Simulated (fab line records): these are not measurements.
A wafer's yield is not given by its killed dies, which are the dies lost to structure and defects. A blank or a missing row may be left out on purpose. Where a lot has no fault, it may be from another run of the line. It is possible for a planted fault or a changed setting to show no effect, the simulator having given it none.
Chamber matching    flow n5_finfet    N5_BEOL_M6_PECVD_70 on pecvd-01: 3 sister chambers
The step deposits SiO2 from TEOS/O2, target thk 20 nm, time 22.7 s. 6 wafers are shown with their chamber, then 10 later ones without.

WAFERS, EACH WITH ITS CHAMBER
wafer   chamber  showerhead_plenum_p_Torr (Torr)  heater_power_w (W)
L093.3  0        8.79                             960
L091.2  2        8.61                             761
L091.3  0        8.78                             882
L091.4  1        8.80                             915
L086.3  2        8.65                             660
L086.4  1        8.82                             777

WAFERS WHOSE CHAMBER IS MISSING
wafer   showerhead_plenum_p_Torr (Torr)  heater_power_w (W)
L086.5  8.63                             682
L095.1  8.78                             847
L095.4  8.60                             710
L095.6  8.77                             844
L094.1  8.80                             893
L094.4  8.79                             858
L094.6  8.77                             872
L097.3  8.80                             787
L097.4  8.79                             832
L097.6  8.62                             785

WHICH CHAMBER EACH ONE RAN IN
wafer   from the rows above      in truth
L086.5  2                        2
L095.1  can't be placed: 0 or 1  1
L095.4  2                        2
L095.6  can't be placed: 0 or 1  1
L094.1  can't be placed: 1 or 0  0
L094.4  can't be placed: 0 or 1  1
L094.6  can't be placed: 0 or 1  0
L097.3  can't be placed: 1 or 0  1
L097.4  can't be placed: 1 or 0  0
L097.6  2                        2
Correctly placed: 3 of 10. These rows do not allow placing 7 (true chamber among the candidates in 7). 0 placed wrongly.
How it was worked out, from the rows above alone: a wafer's distance from a chamber is the root of the sum, over the readings, of the square of ((its reading less the chamber's mean) divided by the reading's scatter). The wafer belongs to the nearest chamber; if the next one is less than 2 further off, it can't be placed. Each chamber's mean is taken over the wafers shown for it. How the scatter is found: for the shown wafers, subtract from each reading the mean of its chamber, square and add these, divide the total by (wafers less chambers), then take the root.
